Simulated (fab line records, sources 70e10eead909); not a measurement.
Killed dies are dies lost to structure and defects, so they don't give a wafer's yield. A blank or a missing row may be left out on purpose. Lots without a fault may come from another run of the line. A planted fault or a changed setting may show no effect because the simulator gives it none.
Chamber matching | flow nand_harc | NHARC_A_CHANNEL_HOLE_D1_DEP_01 on pecvd-04: 3 sister chambers
The step deposits SiON, target thk 140 nm. 3 wafers are shown with their chamber, then 12 later ones without.

WAFERS WITH THEIR CHAMBER
wafer  | chamber | heater_power_w (W)
L089.4 | 0       | 644
L090.1 | 2       | 927
L090.5 | 1       | 584

WAFERS WITHOUT THEIR CHAMBER
wafer  | heater_power_w (W)
L095.1 | 938
L095.2 | 494
L095.4 | 953
L094.2 | 622
L094.5 | 617
L094.6 | 925
L096.2 | 563
L096.4 | 827
L096.6 | 605
L097.3 | 666
L097.4 | 945
L097.5 | 964

WHICH CHAMBER EACH WENT THROUGH
wafer  | from the rows above     | in truth
L095.1 | 2                       | 2
L095.2 | can't be placed: 1 or 0 | 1
L095.4 | 2                       | 2
L094.2 | can't be placed: 0 or 1 | 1
L094.5 | can't be placed: 0 or 1 | 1
L094.6 | 2                       | 2
L096.2 | can't be placed: 1 or 0 | 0
L096.4 | can't be placed: 2 or 0 | 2
L096.6 | can't be placed: 1 or 0 | 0
L097.3 | can't be placed: 0 or 1 | 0
L097.4 | 2                       | 2
L097.5 | 2                       | 2
Placed correctly: 5 of 12. Can't be placed from these rows: 7 (the true chamber is among the candidates in 7). Placed wrongly: 0.
How it was worked out, from the rows above alone: a wafer's distance from a chamber is the root of the sum, over the readings, of the square of ((its reading less the chamber's mean) divided by the reading's scatter). The wafer belongs to the nearest chamber; if the next one is less than 2 further off, it can't be placed. A chamber's mean is the mean of its shown wafers. The scatter: with one shown wafer a chamber, the root of the mean of the squares of how far each hidden wafer lies from its nearest shown one.
